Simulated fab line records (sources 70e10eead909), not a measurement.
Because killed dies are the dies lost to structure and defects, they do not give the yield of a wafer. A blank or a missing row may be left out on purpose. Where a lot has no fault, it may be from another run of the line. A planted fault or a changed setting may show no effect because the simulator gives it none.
A lot that was struck, set against a sound lot ; flow nand-harc ; 42 out of 1302 route steps
Sound: wafers L803.1, L803.2, L803.4. Wafers struck: L805.1, L805.4, L805.5. The cause is named last.
Order at every step that has rows: each side's tool, ch and its chambers, its first start. Under that, the readings that differ: sound wafers ; struck wafers ; difference of the means ; sigmas: that difference in standard deviations of wafers without a fault.
alike: words and numbers the same on both sides, and readings whose means are apart by under 2 such deviations; not compared: readings that were withheld, readings missing a value for some wafer, numbers with overlapping values and no deviation given by the record, and bounds like >300 which may hide the same value.
Wherever a step has rows on one side only, a row that says differs or no value, or a row with sigmas, the two part there. When numbers do not overlap yet have no deviation, they are printed without sigmas and do not part them. A reading that every wafer of one side lacks parts them only if that side has two wafers or more.

first, 6 steps without rows for these wafers: NHARC_A_M1_PRE_CLEAN_30 (time 30 s); NHARC_A_M1_PVD_20 (deposits TaN, target thk 5 nm, time 8.06 s); NHARC_A_M1_PVD_21 (deposits Cu, target thk 30 nm, time 20.49 s); NHARC_A_M1_ECD_22 (material Cu, target thk 400 nm); NHARC_A_M1_ANNEAL_31 (time 90 s); NHARC_A_M1_CMP_23 (polishes, t overpolish 20 s, target thk 154.34 nm).
NHARC_A_M1_THK_MEAS_24: measures by xrf.
  sound on film-metro-02, day 26 05:19; struck on film-metro-02, day 26 18:10
  alike: thk-nm
next, for these wafers, 1 step has no rows: NHARC_A_M1_SRD_25.
NHARC_A_M1_INSPECT_27:
  sound on defect-inspect-01, day 26 05:28; struck on defect-inspect-01, day 26 18:19
  alike: raw-defect-count
then, 1 step without rows for these wafers: NHARC_A_M1_PRE_CLEAN_32 (time 12 s).
NHARC_A_M1_DEP_33: deposits SiCN, target thk 30 nm.
  sound on pecvd-01 ch 0,1,2, day 26 05:37; struck on pecvd-01 ch 0,2, day 26 18:33
  alike: heater-power-w
NHARC_A_BONDPAD_DEP_00: deposits SiCN, target thk 250 nm.
  sound on pecvd-04 ch 0,1, day 26 06:10; struck on pecvd-04 ch 0,1,2, day 26 19:01
  alike: heater-power-w
then, 1 step without rows for these wafers: NHARC_A_BONDPAD_CMP_29 (polishes SiCN, target thk 200 nm).
NHARC_A_BONDPAD_THK_MEAS_30: measures by ellipsometry.
  sound on film-metro-02, day 26 06:49; struck on film-metro-02, day 26 19:41
  alike: thk-nm
then, 10 steps without rows for these wafers: NHARC_A_BONDPAD_SRD_31; NHARC_A_BONDPAD_DEHYDRATE_01 (time 120 s); NHARC_A_BONDPAD_HMDS_02 (time 30 s); NHARC_A_BONDPAD_COAT_33 (time 65 s); NHARC_A_BONDPAD_COAT_03 (resist thk 600 nm); NHARC_A_BONDPAD_SOFTBAKE_04 (time 70 s); NHARC_A_BONDPAD_EBR_05; NHARC_A_BONDPAD_EXPOSE_06 (exposes mask A BPAD); NHARC_A_BONDPAD_PEB_07 (peb time 80 s); NHARC_A_BONDPAD_DEVELOP_08 (time 50 s).
NHARC_A_BONDPAD_CD_MEAS_09: target cd 500 nm.
  sound on cd-sem-03 ch 0, day 26 07:16; struck on cd-sem-02 ch 0, day 26 20:16
reading;sound;struck;difference;sigmas
cd-nm (nm);496.1 497.4 495.0;499.1 500.9 503.3;+4.9;+3
NHARC_A_BONDPAD_OVL_MEAS_35:
  sound on overlay-01, day 26 07:21; struck on overlay-02, day 26 20:21
  alike: overlay-x-nm, overlay-y-nm
then, 2 steps without rows for these wafers: NHARC_A_BONDPAD_HARDBAKE_10 (time 65 s); NHARC_A_BONDPAD_DESCUM_11 (chemistry O2, time 3 s).
NHARC_A_BONDPAD_ETCH_34: etches the open film in N2/H2, target depth 60 nm, overetch 18 nm, time 65.91 s.
  sound on rie-diel-06 ch 1,2,3, day 26 07:34; struck on rie-diel-06 ch 0,1,2, day 26 20:34
  alike: bias-w, chamber-pressure-mTorr, drypump-motor-current-A, h2-flow-sccm, oes-product-au, rf-vpp-V, showerhead-plenum-p-Torr, throttle-valve-pct
  not compared: rf-hours-counter-h
then, 1 step without rows for these wafers: NHARC_A_BONDPAD_ETCH_12 (etches the open film in CHF3/O2, target depth 220 nm, time 110 s).
NHARC_A_BONDPAD_CD_MEAS_13:
  sound on cd-sem-02, day 26 07:47; struck on cd-sem-03, day 26 20:47
reading;sound;struck;difference;sigmas
cd-nm (nm);496.0 497.2 494.3;498.9 499.6 502.6;+4.5;+2
then, 4 steps without rows for these wafers: NHARC_A_BONDPAD_STRIP_15 (strips in O2); NHARC_A_BONDPAD_ETCH_24 (etches the open film in CF4/N2, target depth 30 nm, time 72.99 s); NHARC_A_BONDPAD_STRIP_16 (strips in post etch residue remover, time 600 s); NHARC_A_BONDPAD_DEGAS_25 (time 60 s).
NHARC_A_BONDPAD_PRE_CLEAN_26: time 30 s.
  sound on pvd-sputter-01; struck on pvd-sputter-02
  alike: heater-power-w
then, 1 step without rows for these wafers: NHARC_A_BONDPAD_PVD_17 (deposits TaN, target thk 5 nm, time 8.06 s).
NHARC_A_BONDPAD_PVD_27: deposits Cu, target thk 30 nm, time 20.49 s.
  sound on pvd-sputter-01; struck on pvd-sputter-02
  alike: chamber-pressure-pa, throttle-valve-pct
then, 2 steps without rows for these wafers: NHARC_A_BONDPAD_ECD_18 (material Cu, target thk 400 nm); NHARC_A_BONDPAD_ANNEAL_28 (time 90 s).
NHARC_A_BONDPAD_CMP_19: polishes, t overpolish 30 s, cu recess touch 16 s, target thk 169.82 nm.
  sound on cmp-01 ch 0,1,3, day 26 09:29; struck on cmp-02 ch 1,2,3, day 26 22:31
  alike: motor-current-A, overpolish-run-s
NHARC_END_SORT_01:
  sound on prober-01 ch 0, day 27 14:10; struck on prober-01 ch 0, day 28 00:22
reading;sound;struck;difference;sigmas
defect-limited-yield (%);87.1 87.0 91.3;79.0 83.0 75.8;-9.2;-3
killed-at-array;81 80 51;141 112 161;+67;+4
killed-dies;87 88 59;142 115 164;+62;+3
  alike: killed-at-other, killed-at-periphery, killed-open, killed-short

WHERE THEY PART
First at NHARC_A_BONDPAD_CD_MEAS_09; last, within this record, at NHARC_END_SORT_01.

WHY: what the simulator had put in
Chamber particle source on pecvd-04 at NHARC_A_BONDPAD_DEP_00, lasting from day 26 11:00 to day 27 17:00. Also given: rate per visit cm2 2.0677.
